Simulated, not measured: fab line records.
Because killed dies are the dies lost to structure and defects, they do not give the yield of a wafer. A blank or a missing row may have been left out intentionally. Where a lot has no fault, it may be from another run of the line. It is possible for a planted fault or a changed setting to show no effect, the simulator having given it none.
Matching of chambers    flow n5_finfet    3 sister chambers for N5_BEOL_M7_CURE_74 on uv_cure-02
The step cures SiCOH lowk, time 240 s. 3 wafers are shown with their chamber, then 10 later ones without.

WAFERS PAIRED WITH THEIR CHAMBERS
wafer   chamber  wafer_temp_C_max
L077.6  0        386.9
L082.6  1        386.5
L086.4  2        387.8

WAFERS WHOSE CHAMBER IS MISSING
wafer   wafer_temp_C_max
L086.5  387.2
L083.1  386.4
L083.3  386.5
L083.5  386.7
L088.1  386.0
L088.2  386.3
L088.5  386.0
L095.2  386.0
L095.5  385.8
L095.6  385.9

WHICH CHAMBER EACH WENT THROUGH
wafer   from the rows above           in truth
L086.5  can't be placed: 0 or 2 or 1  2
L083.1  can't be placed: 1 or 0       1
L083.3  can't be placed: 1 or 0       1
L083.5  can't be placed: 0 or 1       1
L088.1  can't be placed: 1 or 0       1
L088.2  can't be placed: 1 or 0       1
L088.5  can't be placed: 1 or 0       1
L095.2  can't be placed: 1 or 0       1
L095.5  can't be placed: 1 or 0       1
L095.6  can't be placed: 1 or 0       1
Correctly placed: 0 of 10. These rows do not allow placing 10 (true chamber among the candidates in 10). 0 placed wrongly.
How it was worked out, from the rows above alone: a wafer's distance from a chamber is the root of the sum, over the readings, of the square of ((its reading less the chamber's mean) divided by the reading's scatter). The wafer belongs to the nearest chamber; if the next one is less than 2 further off, it can't be placed. Each chamber's mean is taken over the wafers shown for it. The scatter: with one shown wafer a chamber, the root of the mean of the squares of how far each hidden wafer lies from its nearest shown one.
